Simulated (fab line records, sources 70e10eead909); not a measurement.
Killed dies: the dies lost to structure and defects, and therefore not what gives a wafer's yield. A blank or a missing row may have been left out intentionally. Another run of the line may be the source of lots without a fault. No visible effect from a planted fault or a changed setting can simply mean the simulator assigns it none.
Matching of chambers	flow nand-harc	rie-diel-09 running NHARC_A_BLC_STRIP_29: 4 sister chambers
The step strips in CF4. 8 wafers are shown with their chamber, then 10 later ones without.

## WAFERS WITH THEIR CHAMBER
wafer	chamber	showerhead-plenum-p-Torr (Torr)	oes-product-au (a.u.)
L076.6	2	1.76	0.985
L086.1	1	1.84	0.979
L086.2	3	1.89	0.991
L087.4	0	1.68	1.001
L087.5	2	1.76	0.993
L087.6	1	1.83	0.992
L093.1	0	1.68	1.004
L093.2	3	1.89	1.012

## WAFERS WITH NO CHAMBER GIVEN
wafer	showerhead-plenum-p-Torr (Torr)	oes-product-au (a.u.)
L093.3	1.83	1.015
L095.2	1.76	0.991
L095.4	1.83	0.995
L095.6	1.83	0.991
L089.1	1.89	0.995
L089.3	1.83	1.006
L089.6	1.68	1.006
L094.1	1.68	1.013
L094.4	1.89	0.998
L094.6	1.89	0.993

## CHAMBER TAKEN BY EACH
wafer	from the rows above	in truth
L093.3	1	1
L095.2	2	2
L095.4	1	1
L095.6	1	1
L089.1	3	3
L089.3	1	1
L089.6	0	0
L094.1	0	0
L094.4	3	3
L094.6	3	3
Placed correctly: 10 of 10. Not placeable from these rows: 0. Number placed wrongly: 0.
How it was worked out, from the rows above alone: a wafer's distance from a chamber is the root of the sum, over the readings, of the square of ((its reading less the chamber's mean) divided by the reading's scatter). If the next closest chamber is less than 2 further off than the closest, the wafer can't be placed; otherwise it belongs to the closest. For every chamber, the mean is computed from those of its wafers that are shown. The scatter: the root of (the sum of the squares of (reading less its chamber's mean) over the shown wafers, divided by (wafers less chambers)).
